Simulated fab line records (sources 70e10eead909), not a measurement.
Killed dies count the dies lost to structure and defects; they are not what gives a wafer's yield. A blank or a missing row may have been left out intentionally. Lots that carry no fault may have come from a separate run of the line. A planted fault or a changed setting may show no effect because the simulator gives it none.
Which of the tools did it? ; flow nand-harc ; 14 lots, 42 wafers sampled, at 5 steps of a route of 1159

== WHAT THE GAUGES SHOWED, per wafer ==
NHARC_END_SORT_01. Usual: killed-at-array 28, standard deviation 10; killed-at-other 0.5, standard deviation 0.82; killed-at-periphery 3.4, standard deviation 2.2; killed-dies 31, standard deviation 10; killed-open 3.4, standard deviation 1.9; killed-short 1.9, standard deviation 1.3.
lot;measured;on;killed-at-array;killed-at-other;killed-at-periphery;killed-dies;killed-open;killed-short;flag
L231;day 20 03:33;prober-01;18 21 18;0 0 3;2 5 3;20 26 24;3 1 2;2 2 3;
L235;day 21 10:34;prober-01;34 27 19;2 1 1;3 7 6;39 35 26;4 4 3;4 4 0;
L239;day 21 21:49;prober-01;22 17 27;0 2 1;3 3 0;25 22 28;1 2 2;2 3 2;
L240;day 22 13:51;prober-02;25 20 32;0 0 1;8 6 6;33 26 39;1 4 6;1 1 0;
L242;day 22 04:23;prober-01;38 26 33;0 0 0;2 0 0;40 26 33;5 1 0;0 3 3;
L243;day 24 03:14;prober-02;26 37 35;0 0 0;4 4 3;30 41 38;3 7 7;1 3 4;

== EACH LOT AND THE TOOL THAT RAN IT (in order: tool; ch and the chambers of the sampled wafers; start) ==
lot;NHARC_P_GATE_STRIP_75;NHARC_P_GATE_RTA_80;NHARC_P_GATE_STRIP_67;NHARC_P_CONTACT_CMP_01
L231;plasma-asher-02 ch 0,1, day 5 07:26;rtp-anneal-01 ch 0, day 5 12:34;wet-bench-09 ch 4,5,7, day 5 12:42;cmp-03 ch 0,3, day 5 13:56
L234;plasma-asher-01 ch 0,1, day 5 19:37;rtp-anneal-02 ch 0, day 6 00:37;wet-bench-04 ch 0,3,7, day 6 00:49;cmp-03 ch 0,2,3, day 6 02:03
L233;plasma-asher-02 ch 0,1, day 5 20:13;rtp-anneal-02 ch 0, day 6 01:29;wet-bench-01 ch 2,6,7, day 6 01:38;cmp-02 ch 2,3, day 6 02:56
L235;plasma-asher-02 ch 0,1, day 6 02:17;rtp-anneal-01 ch 0, day 6 07:44;wet-bench-04 ch 1,2,3, day 6 07:52;cmp-01 ch 2,3, day 6 09:05
L237;plasma-asher-01 ch 0,1, day 6 16:11;rtp-anneal-01 ch 0, day 6 21:34;wet-bench-04 ch 2,3,7, day 6 21:42;cmp-01 ch 0,1,2, day 6 23:07
L239;plasma-asher-02 ch 0,1, day 7 09:45;rtp-anneal-01 ch 0, day 7 15:09;wet-bench-04 ch 0,1,6, day 7 15:17;cmp-01 ch 0,1, day 7 16:34
L240;plasma-asher-02 ch 0,1, day 7 12:47;rtp-anneal-02 ch 0, day 7 17:46;wet-bench-09 ch 1,6,7, day 7 17:54;cmp-02 ch 0,1,3, day 7 19:11
L241;plasma-asher-01 ch 0,1, day 7 17:20;rtp-anneal-01 ch 0, day 7 22:17;wet-bench-09 ch 1,3,4, day 7 22:30;cmp-01 ch 0,1,3, day 7 23:43
L242;plasma-asher-01 ch 0, day 7 18:44;rtp-anneal-02 ch 0, day 8 00:01;wet-bench-09 ch 2,3,6, day 8 00:11;cmp-01 ch 0,1,2, day 8 01:25
L245;plasma-asher-01 ch 0,1, day 8 10:17;rtp-anneal-02 ch 0, day 8 15:25;wet-bench-01 ch 0,5,6, day 8 15:37;cmp-03 ch 2,3, day 8 16:53
L244;plasma-asher-02 ch 0,1, day 8 10:27;rtp-anneal-02 ch 0, day 8 15:40;wet-bench-09 ch 3,4,5, day 8 15:52;cmp-02 ch 1,2,3, day 8 17:11
L243;plasma-asher-02 ch 0,1, day 8 10:49;rtp-anneal-02 ch 0, day 8 16:20;wet-bench-04 ch 0,2,3, day 8 16:33;cmp-03 ch 1,2,3, day 8 17:51
L251;plasma-asher-01 ch 0,1, day 10 07:29;rtp-anneal-02 ch 0, day 10 12:54;wet-bench-04 ch 3,6,7, day 10 13:06;cmp-02 ch 0,1,2, day 10 14:22
L254;plasma-asher-02 ch 0,1, day 11 02:29;rtp-anneal-02 ch 0, day 11 07:32;wet-bench-04 ch 1,5,6, day 11 07:44;cmp-02 ch 0,1,2, day 11 09:14
- NHARC_P_GATE_STRIP_75: strips in O2.
- NHARC_P_GATE_RTA_80: time 30 s.
- NHARC_P_GATE_STRIP_67: strips in SPM, time 600 s.
- NHARC_P_CONTACT_CMP_01: polishes SiO2, target thk 200 nm.

== WHAT THE TOOLS THEMSELVES READ (means of the sampled wafers that have a number; where no wafer has one, the mark that the record gives instead) ==
NHARC_P_GATE_STRIP_75. Usual: drypump-motor-current-A 5.6 A, standard deviation 0.41; heater-power-w 322 W, standard deviation 39.
lot;tool;drypump-motor-current-A (A);heater-power-w (W);flag
L231;plasma-asher-02;5.9;330;
L234;plasma-asher-01;5.5;326;
L233;plasma-asher-02;5.9;334;
L235;plasma-asher-02;5.8;331;
L237;plasma-asher-01;5.2;297;
L239;plasma-asher-02;5.7;344;
L240;plasma-asher-02;5.8;318;
L241;plasma-asher-01;5.6;327;
L242;plasma-asher-01;5.9;363;
L245;plasma-asher-01;5.6;324;
L244;plasma-asher-02;5.7;338;
L243;plasma-asher-02;5.8;328;
L251;plasma-asher-01;5.2;293;
L254;plasma-asher-02;5.8;316;

NHARC_P_GATE_RTA_80. Usual: lamp-power-pct 2.21 %, standard deviation 0.24; wafer_temp_C_max 301.7, standard deviation 0.77.
lot;tool;lamp-power-pct (%);wafer_temp_C_max;flag
L231;rtp-anneal-01;1.93;300.7;
L234;rtp-anneal-02;2.41;302.4;
L233;rtp-anneal-02;2.41;302.0;
L235;rtp-anneal-01;1.93;300.6;
L237;rtp-anneal-01;1.93;300.5;
L239;rtp-anneal-01;1.93;300.7;
L240;rtp-anneal-02;2.41;302.2;
L241;rtp-anneal-01;1.93;300.8;
L242;rtp-anneal-02;2.41;301.9;
L245;rtp-anneal-02;2.41;302.5;
L244;rtp-anneal-02;2.41;302.4;
L243;rtp-anneal-02;2.41;302.5;
L251;rtp-anneal-02;2.41;302.6;
L254;rtp-anneal-02;2.41;302.3;

NHARC_P_GATE_STRIP_67. Usual: run-length-s 603.0 s, standard deviation 1.1.
lot;tool;run-length-s (s);flag
L231;wet-bench-09;602.7;
L234;wet-bench-04;602.6;
L233;wet-bench-01;603.2;
L235;wet-bench-04;602.4;
L237;wet-bench-04;602.6;
L239;wet-bench-04;602.9;
L240;wet-bench-09;602.5;
L241;wet-bench-09;200.9;OFF
L242;wet-bench-09;200.4;OFF
L245;wet-bench-01;602.1;
L244;wet-bench-09;200.7;OFF
L243;wet-bench-04;602.5;
L251;wet-bench-04;602.7;
L254;wet-bench-04;603.0;

NHARC_P_CONTACT_CMP_01. Usual: motor-current-A 12.3 A, standard deviation 1.5; retaining-ring-pressure-frac 1.000, standard deviation 0.005.
lot;tool;motor-current-A (A);retaining-ring-pressure-frac;flag
L231;cmp-03;10.6;0.996;
L234;cmp-03;11.9;0.998;
L233;cmp-02;11.9;0.999;
L235;cmp-01;11.7;1.004;
L237;cmp-01;13.1;0.999;
L239;cmp-01;12.3;1.003;
L240;cmp-02;12.0;0.995;
L241;cmp-01;12.7;0.997;
L242;cmp-01;12.8;1.004;
L245;cmp-03;12.2;0.992;
L244;cmp-02;11.5;1.004;
L243;cmp-03;12.8;1.003;
L251;cmp-02;12.0;1.001;
L254;cmp-02;12.0;0.995;

== THE ANSWER, worked out from the rows above alone ==
Rule: take the mean of a lot's wafers that have a number; if it is more than 3 standard deviations from the usual mean, the lot is off. A lot without any number at a reading at which 4 lots or more have one is off too. Where the step has rows for the other lots, those lots are counted as sound. Order of review: gauges by route order, followed by the tools' own readings, for which a lot's mean as printed above is used. At the first step where some lot is off, the reading lying furthest off is the one used; lots without a number count as furthest.
Off, at NHARC_P_GATE_STRIP_67 on run-length-s: L241, L242, L244.
If a tool, at that step or one of the process steps before it, ran each lot that is off and ran no sound lot following the first of them, it fits. One fits: wet-bench-09 at NHARC_P_GATE_STRIP_67. Its last sound lot is L240 (day 7 17:54), its first lot that is off L241 (day 7 22:30): a fault that began between those two fits.
On the lots that are off, the tool's own readings at NHARC_P_GATE_STRIP_67 differ by more than 5 times the standard deviation of the sound lots' means, which bears it out; run-length-s reads 200.7 s there versus 602.7 s on the sound lots.

== WHAT THE SIMULATOR HAD INSERTED ==
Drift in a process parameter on wet-bench-09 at NHARC_P_GATE_STRIP_67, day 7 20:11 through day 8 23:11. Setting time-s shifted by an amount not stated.
Struck lots among those shown: L242, L241, L244. The rule above reached the same finding.
